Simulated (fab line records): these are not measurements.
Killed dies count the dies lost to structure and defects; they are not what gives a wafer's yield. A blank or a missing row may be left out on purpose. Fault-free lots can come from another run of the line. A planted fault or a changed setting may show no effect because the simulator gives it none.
fab line records	flow n5-finfet
record: lots: 6	wafers: 18	last-day: 17
route steps=1938 shown BEOL_M13@1661 PASSIVATION@1936
lots untouched by any fault: they come from a run of this same line in which no faults occurred
start-h: the number of hours between the record's first day and the start of the first shown wafer of the lot	wait-h: hours since the lot's step before	" identical to the entry in the row above	L1.1+2: a row that stands for several wafers	- no value present, or no start provided	* or withheld: withheld	< > ~ a bound
route shown NAME@n: a module of which the file shows steps, and the number in the route of the first	usual: mean/standard deviation taken from wafers without a fault	same: alike in all rows	chamber/n: place in a boat	sites: readings site by site	_std_site: standard deviation across them	_edge_site: mean of outer sites minus mean of inner sites	radius-mm: how far each site lies from the wafer's centre	mask NAME#n: copy n	behind: the last tool/chamber to shape the wafer	hold: the reason the lot was held/the length of the hold in hours/how it ended	device: the n, p or np transistor that did not switch	end of line: tests of these same wafers at the route's end	for a step that has no rows: nothing shown but its recipe	killed: not the wafer's yield, but the dies lost to structure and defects at the first sort	map: a wafer's dies, marking killed ones x, the rest . and places with no die _
set.NAME: the run value of the setting; set.NAME@STEP: its run value at that earlier step	model.NAME: the simulator's own value behind a step, which no gauge read
certain route steps with their lots: each step a table, each wafer a row
services: the hour from which a tool's chamber was out of use, counted from the record's first day as start-h (under 0 if before that day), plus the number of hours and why
== steps ==
step: N5_BEOL_M13_COAT_58
recipe: resist: BARC	temp-c: 205	time-s: 60	spin-rpm: 1500	resist-thk-nm: 89
step: N5_BEOL_M13_COAT_04
recipe: spin-rpm: 1625	resist-thk-nm: 400
step: N5_BEOL_M13_EBR_06
recipe: solvent: PGMEA	ebr-width-mm: 1.5
step: N5_BEOL_M13_SOFTBAKE_05
recipe: temp-c: 130	time-s: 60
step: N5_BEOL_M13_EXPOSE_07
recipe: mask-id: V12	na: 0.93	source-shape: conventional	sigma-outer: 0.6	polarization: unpolarized	attpsm-phase-deg: 180	dose-mj: 24.8
step: N5_BEOL_M13_PEB_08
recipe: peb-temp-c: 130	peb-time-s: 90
step: N5_BEOL_M13_DEVELOP_09
recipe: develop-time-s: 45	rinse-liquid: diw	dry: air-spin	dev-temp-c: 21
step: N5_BEOL_M13_HARDBAKE_14
recipe: temp-c: 130	time-s: 120
step: N5_BEOL_M13_CD_MEAS_10
recipe: target-cd-nm: 190	landing-energy-ev: 500	detector: se-inlens	polarity: opening
usual: cd-nm: 190.6/1.5
lot.wafer	tool	chamber	start-h	wait-h	cd-nm
L379.3	cd-sem-03	0	263.92	-	191.3
L379.5	"	0	"	"	189.9
L379.6	"	0	"	"	190.1
L381.2	cd-sem-01	0	282.47	-	189.7
L381.4	"	0	"	"	188.3
L381.6	"	0	"	"	189.6
L383.2	cd-sem-03	0	299.96	-	190.7
L383.3	"	0	"	"	191.7
L383.4	"	0	"	"	192.1
L389.3	cd-sem-01	0	327.63	-	192.2
L389.5	"	0	"	"	191.0
L389.6	"	0	"	"	191.7
L396.1	cd-sem-02	0	365.36	-	190.9
L396.5	"	0	"	"	189.1
L396.6	"	0	"	"	189.3
L394.2	cd-sem-03	0	371.71	-	190.0
L394.3	"	0	"	"	191.4
L394.5	"	0	"	"	191.8
step: N5_BEOL_M13_OVL_MEAS_11
recipe: points-per-wafer: 44
usual: V12_OVL: 1/5.7
lot.wafer	tool	chamber	start-h	wait-h	V12_OVL[nm]
L379.3	overlay-01	0	263.95	0.0	1
L379.5	"	0	"	"	-12
L379.6	"	0	"	"	-1
L381.2	overlay-01	0	282.50	0.0	-12
L381.4	"	0	"	"	-4
L381.6	"	0	"	"	-8
L383.2	overlay-02	0	299.99	0.0	4
L383.3	"	0	"	"	4
L383.4	"	0	"	"	2
L389.3	overlay-01	0	327.66	0.0	4
L389.5	"	0	"	"	2
L389.6	"	0	"	"	-1
L396.1	overlay-01	0	365.39	0.0	2
L396.5	"	0	"	"	2
L396.6	"	0	"	"	-7
L394.2	overlay-01	0	371.74	0.0	-5
L394.3	"	0	"	"	0
L394.5	"	0	"	"	4
step: N5_BEOL_M13_INSPECT_12
recipe: mode: adi	inspect-instrument: macro
usual: raw-defect-count: 1.9/1.3
lot.wafer	tool	chamber	start-h	wait-h	raw-defect-count
L379.3	defect-inspect-01	-	263.97	0.0	1
L379.5	"	-	"	"	2
L379.6	"	-	"	"	3
L381.2	defect-inspect-01	-	282.52	0.0	2
L381.4	"	-	"	"	1
L381.6	"	-	"	"	1
L383.2	defect-inspect-02	-	300.01	0.0	5
L383.3	"	-	"	"	3
L383.4	"	-	"	"	1
L389.3	defect-inspect-02	-	327.68	0.0	2
L389.5	"	-	"	"	1
L389.6	"	-	"	"	2
L396.1	defect-inspect-01	-	365.41	0.0	0
L396.5	"	-	"	"	2
L396.6	"	-	"	"	0
L394.2	defect-inspect-01	-	371.76	0.0	1
L394.3	"	-	"	"	3
L394.5	"	-	"	"	3
step: N5_BEOL_M13_DESCUM_15
recipe: chemistry: O2	time-s: 7.9	source-power-w: 50	bias-power-w: 20	pressure-mtorr: 20	rf-frequency-hz: 2.712e+07	temp-c: 40	o2-flow-sccm: 225
usual: drypump-motor-current-A: 5.8/0.55	oes-product-au: 0.85/0.084	rf-vpp-V: 243.6/1.3	showerhead-plenum-p-Torr: 2.12/0.07	throttle-valve-pct: 20.34/0.23
lot.wafer	tool	chamber	start-h	wait-h	drypump-motor-current-A	oes-product-au	rf-hours-counter-h	rf-vpp-V	showerhead-plenum-p-Torr	throttle-valve-pct
L379.3	rie-diel-02	3	264.00	0.0	6.5	0.75	180	242.7	2.07	20.51
L379.5	"	2	"	"	6.8	0.81	-	245.3	2.10	20.71
L379.6	"	3	"	"	6.5	0.76	-	242.9	2.07	20.49
L381.2	rie-diel-02	3	282.56	0.0	6.5	0.75	186	241.3	2.07	20.51
L381.4	"	1	"	"	6.2	0.88	29	242.1	2.04	20.27
L381.6	"	3	"	"	6.5	0.75	-	242.3	2.07	20.51
L383.2	rie-diel-02	0	300.16	0.1	5.1	0.94	27	246.5	2.21	20.10
L383.3	"	3	"	"	6.5	0.74	191	242.4	2.07	20.51
L383.4	"	2	"	"	6.7	0.80	110	243.0	2.10	20.72
L389.3	rie-diel-04	3	328.21	0.5	5.5	0.85	60	245.5	2.24	20.24
L389.5	"	3	"	"	5.5	0.85	-	246.1	2.24	20.23
L389.6	"	2	"	"	5.7	0.96	-	243.8	2.14	20.06
L396.1	rie-diel-04	2	365.72	0.3	5.7	0.94	20	244.4	2.14	20.08
L396.5	"	1	"	"	5.3	0.88	-	243.6	2.12	19.95
L396.6	"	0	"	"	5.4	0.87	-	244.6	2.12	20.59
L394.2	rie-diel-02	1	371.79	0.0	6.2	0.84	56	241.6	2.03	20.31
L394.3	"	3	"	"	6.4	0.72	213	243.7	2.06	20.55
L394.5	"	1	"	"	6.2	0.85	-	242.8	2.03	20.33
step: N5_BEOL_M13_ETCH_59
recipe: chemistry: N2/H2	target: BARC	target-depth-a: 890	overetch-a: 267	time-s: 67.9	ion-energy-ev: 200	pressure-mtorr: 30	source-w: 840	bias-w: 150	n2-flow-sccm: 200	h2-flow-sccm: 200
usual: bias-w: 150.0/0.41	drypump-motor-current-A: 5.8/0.56	oes-product-au: 0.72/0.067	rf-vpp-V: 524.9/2.3	showerhead-plenum-p-Torr: 2.57/0.077	throttle-valve-pct: 17.80/0.27
lot.wafer	tool	chamber	start-h	wait-h	bias-w	drypump-motor-current-A	oes-product-au	rf-hours-counter-h	rf-vpp-V	showerhead-plenum-p-Torr	throttle-valve-pct
L379.3	rie-diel-02	3	264.04	0.0	150.3	6.5	0.64	180	524.6	2.53	17.99
L379.5	"	2	"	"	150.0	6.8	0.68	-	525.1	2.56	18.16
L379.6	"	3	"	"	150.0	6.5	0.65	-	523.9	2.53	18.00
L381.2	rie-diel-02	3	282.59	0.0	134.7	6.5	0.64	186	487.9	2.53	17.99
L381.4	"	1	"	"	134.6	6.2	0.75	29	488.4	2.49	17.92
L381.6	"	3	"	"	134.7	6.5	0.64	-	489.9	2.53	18.00
L383.2	rie-diel-02	0	300.19	0.0	134.9	5.0	0.79	27	494.9	2.69	17.57
L383.3	"	3	"	"	135.2	6.5	0.64	191	488.8	2.53	18.02
L383.4	"	2	"	"	135.3	6.7	0.68	110	490.1	2.56	18.16
L389.3	rie-diel-04	3	328.24	0.0	149.5	5.5	0.73	60	528.2	2.67	17.35
L389.5	"	3	"	"	149.7	5.5	0.73	-	528.1	2.67	17.33
L389.6	"	2	"	"	150.1	5.7	0.82	-	525.4	2.59	17.40
L396.1	rie-diel-04	2	365.76	0.0	150.6	5.7	0.79	20	524.9	2.59	17.41
L396.5	"	1	"	"	150.2	5.4	0.75	-	526.4	2.60	17.67
L396.6	"	0	"	"	148.9	5.4	0.74	-	525.9	2.58	18.09
L394.2	rie-diel-02	1	371.83	0.0	150.6	6.2	0.71	56	523.3	2.48	17.97
L394.3	"	3	"	"	150.1	6.5	0.62	213	522.5	2.52	18.05
L394.5	"	1	"	"	150.8	6.2	0.71	-	523.6	2.48	17.99
step: N5_BEOL_M13_VIA_ETCH_16
recipe: chemistry: C4F8/O2/Ar	target: SiOC	pressure-mtorr: 30	source-w: 3000	bias-w: 700	Ar_flow_sccm: 400	C4F8_flow_sccm: 15	O2_flow_sccm: 8	he-inner-torr: 15	he-outer-torr: 30	target-depth-a: 9217	time-s: withheld	ion-energy-ev: 250	ends: cleared
usual: bias-w: 700.0/1.7	drypump-motor-current-A: 5.8/0.56	oes-product-au: 0.76/0.076	rf-vpp-V: 667/3	showerhead-plenum-p-Torr: 3.46/0.095	throttle-valve-pct: 24.14/0.26
lot.wafer	tool	chamber	start-h	wait-h	bias-w	drypump-motor-current-A	oes-product-au	rf-vpp-V	showerhead-plenum-p-Torr	throttle-valve-pct
L379.3	rie-diel-02	3	264.09	0.0	699.9	6.5	0.68	665	3.40	24.35
L379.5	"	2	"	"	699.5	6.7	0.72	666	3.44	24.54
L379.6	"	3	"	"	699.5	6.5	0.68	665	3.40	24.35
L381.2	rie-diel-02	3	282.64	0.0	700.8	6.5	0.68	664	3.40	24.33
L381.4	"	1	"	"	697.9	6.2	0.79	665	3.37	24.30
L381.6	"	3	"	"	700.1	6.5	0.67	665	3.40	24.35
L383.2	rie-diel-02	0	300.24	0.0	701.9	5.0	0.85	672	3.58	23.80
L383.3	"	3	"	"	700.7	6.5	0.67	667	3.40	24.35
L383.4	"	2	"	"	701.0	6.8	0.72	666	3.43	24.52
L389.3	rie-diel-04	3	328.29	0.0	698.3	5.5	0.77	672	3.60	23.81
L389.5	"	3	"	"	698.8	5.5	0.77	671	3.60	23.81
L389.6	"	2	"	"	701.1	5.7	0.87	667	3.51	23.94
L396.1	rie-diel-04	2	365.81	0.0	700.0	5.7	0.84	667	3.50	23.93
L396.5	"	1	"	"	698.6	5.3	0.79	667	3.49	23.92
L396.6	"	0	"	"	697.2	5.4	0.78	667	3.46	24.41
L394.2	rie-diel-02	1	371.88	0.0	698.2	6.2	0.76	662	3.36	24.34
L394.3	"	3	"	"	697.0	6.5	0.65	664	3.39	24.39
L394.5	"	1	"	"	698.4	6.2	0.75	663	3.36	24.33
step: N5_PASSIVATION_PROBE_49
usual: defect-limited-yield: 91.6/1.6	killed_at_M0_to_M3: 31/10	killed_at_M4_up: 14/6.3	killed-at-contacts: 12/6.1	killed-at-front-end: 39/12	killed-at-other: 3.7/2.8	killed-dies: 100/19	killed-open: 66/14	killed-short: 33/8.1	sort_bin_5_function: 5.0/1.1	sort_bin_6_memory: 3.2/0.66	sort_bin_8_speed: 0.01/0.077	sort-n-pass: 1080/18	sort-yield-pct: 91.6/1.6
same: gross-dies: 1180	killed-at-back-side: 0	sort_bin_4_leakage[%]: 0
lot.wafer	tool	chamber	start-h	wait-h	defect-limited-yield[%]	killed_at_M0_to_M3	killed_at_M4_up	killed-at-contacts	killed-at-front-end	killed-at-other	killed-dies	killed-open	killed-short	sort_bin_5_function[%]	sort_bin_6_memory[%]	sort_bin_8_speed[%]	sort-n-pass	sort-yield-pct[%]
L379.3	prober-01	-	297.13	0.1	90.9	40	9	14	38	6	107	74	32	5.5	3.0	0	1073	90.9
L379.5	prober-01	-	297.23	0.2	89.7	36	6	10	63	6	121	75	46	6.7	3.1	0	1059	89.7
L379.6	prober-01	-	297.28	0.3	92.0	49	12	12	21	0	94	63	31	4.7	3.0	0	1086	92.0
L389.3	prober-02	-	366.54	0.1	93.2	23	10	2	40	5	80	50	28	4.2	2.4	0	1100	93.2
L389.5	prober-02	-	366.64	0.2	90.4	40	15	6	49	3	113	69	44	5.2	3.8	0	1067	90.4
L389.6	prober-02	-	366.69	0.3	91.5	16	13	6	64	1	100	75	23	5.3	3.1	0	1080	91.5
L394.2	prober-02	-	404.45	0.1	92.5	26	9	19	32	3	89	58	30	4.1	2.9	0	1091	92.5
L394.3	prober-02	-	404.50	0.1	93.6	11	16	7	35	7	76	54	22	3.2	2.9	0	1104	93.6
L394.5	prober-02	-	404.60	0.2	91.3	29	19	19	36	0	103	67	36	5.8	2.5	0	1077	91.3
killed by level:class
L379.3 MOL_CONTACT_COAG:geometric-particle:open=11 BEOL_M0_SAQP:geometric-particle:open=10 BEOL_M3:geometric-particle:open=10 BEOL_M0_SAQP:geometric-particle:short=8 STI_FIN_REVEAL:geometric-particle:open=7 FIN_SAQP:geometric-particle:open=5 BEOL_M1:geometric-particle:open=5 STARTING-WAFER:geometric-particle:short=5
L379.5 BEOL_M0_SAQP:geometric-particle:open=16 FIN_SAQP:geometric-particle:open=13 FIN_SAQP:geometric-particle:short=11 MOL_CONTACT_COAG:geometric-particle:open=9 STI_FIN_REVEAL:geometric-particle:open=8 BEOL_M0_SAQP:geometric-particle:short=7 STARTING-WAFER:geometric-particle:short=7 GATE_CUT:geometric-particle:short=6
L379.6 BEOL_M3:geometric-particle:open=14 BEOL_M0_SAQP:geometric-particle:short=12 MOL_CONTACT_COAG:geometric-particle:open=8 BEOL_M1:geometric-particle:open=7 BEOL_M0_SAQP:geometric-particle:open=6 FIN_SAQP:geometric-particle:open=5 BEOL_M2:geometric-particle:open=5 MOL_CONTACT_COAG:geometric-particle:short=4
L389.3 FIN_SAQP:geometric-particle:open=12 SPACER0:geometric-particle:short=8 SPACER0:geometric-particle:open=5 BEOL_M2:geometric-particle:open=5 BEOL_M0:geometric-particle:open=4 FIN_SAQP:geometric-particle:short=3 GATE_CUT:geometric-particle:short=3 BEOL_M1:geometric-particle:open=3
L389.5 FIN_SAQP:geometric-particle:open=12 STI_FIN_REVEAL:geometric-particle:open=10 BEOL_M0_SAQP:geometric-particle:short=9 BEOL_M3:geometric-particle:open=8 GATE_CUT:geometric-particle:short=6 BEOL_M1:geometric-particle:open=6 FIN_SAQP:geometric-particle:short=5 BEOL_M0:geometric-particle:open=5
L389.6 FIN_SAQP:geometric-particle:open=14 STI_FIN_REVEAL:geometric-particle:open=9 DUMMY_GATE:geometric-particle:open=8 GATE_CUT:geometric-particle:open=7 MOL_CONTACT_COAG:geometric-particle:open=6 GATE_CUT:geometric-particle:short=5 BEOL_M1:geometric-particle:open=5 FIN_SAQP:geometric-particle:short=4
L394.2 MOL_CONTACT_COAG:geometric-particle:open=12 FIN_SAQP:geometric-particle:short=11 BEOL_M2:geometric-particle:open=10 MOL_CONTACT_COAG:geometric-particle:short=7 FIN_SAQP:geometric-particle:open=6 BEOL_M1:geometric-particle:open=5 BEOL_M0_SAQP:geometric-particle:open=4 DUMMY_GATE:geometric-particle:open=3
L394.3 BEOL_M4:geometric-particle:open=12 FIN_SAQP:geometric-particle:open=8 MOL_CONTACT_COAG:geometric-particle:open=6 FIN_SAQP:geometric-particle:short=5 BEOL_M1:geometric-particle:open=5 STARTING-WAFER:geometric-particle:short=4 STI_FIN_REVEAL:geometric-particle:open=3 ILD0:geometric-particle:open=3
L394.5 MOL_CONTACT_COAG:geometric-particle:open=16 BEOL_M0_SAQP:geometric-particle:open=10 BEOL_M1:geometric-particle:short=7 BEOL_M2:geometric-particle:open=7 BEOL_M4:geometric-particle:open=7 GATE_CUT:geometric-particle:short=6 BEOL_M5:geometric-particle:open=6 DUMMY_GATE:geometric-particle:open=5
== services ==
tool	chamber	start-h	hours	kind
rie-diel-04	2	265.06	-	clean
rie-diel-04	2	265.06	-	consumable-replace:focus-ring
rie-diel-04	2	265.06	27.9	scheduled-down
rie-diel-04	2	265.06	27.9	vent-cycle
rie-diel-02	0	324.30	6.3	repair
== key ==
first-sign: step: N5_BEOL_M13_ETCH_59	reading: bias-w	direction: down	sigmas: 36	usual: *	struck: *
effect: step: N5_BEOL_M13_ETCH_59	reading: rf-vpp-V	direction: down	sigmas: 15	usual: 524.9	struck: 490.0
met-at N5_BEOL_M13_ETCH_59
struck-wafers L381.2,L381.4,L381.6,L383.2,L383.3,L383.4
onset-between 264.04 282.59
fault: kind: process-parameter-drift	tool: rie-diel-02	chamber: -	onset-h: 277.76	steps: N5_BEOL_M13_ETCH_59	channel: bias-w	offset: *	shape: step	end-h: 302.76	acts-in: *	stated: *
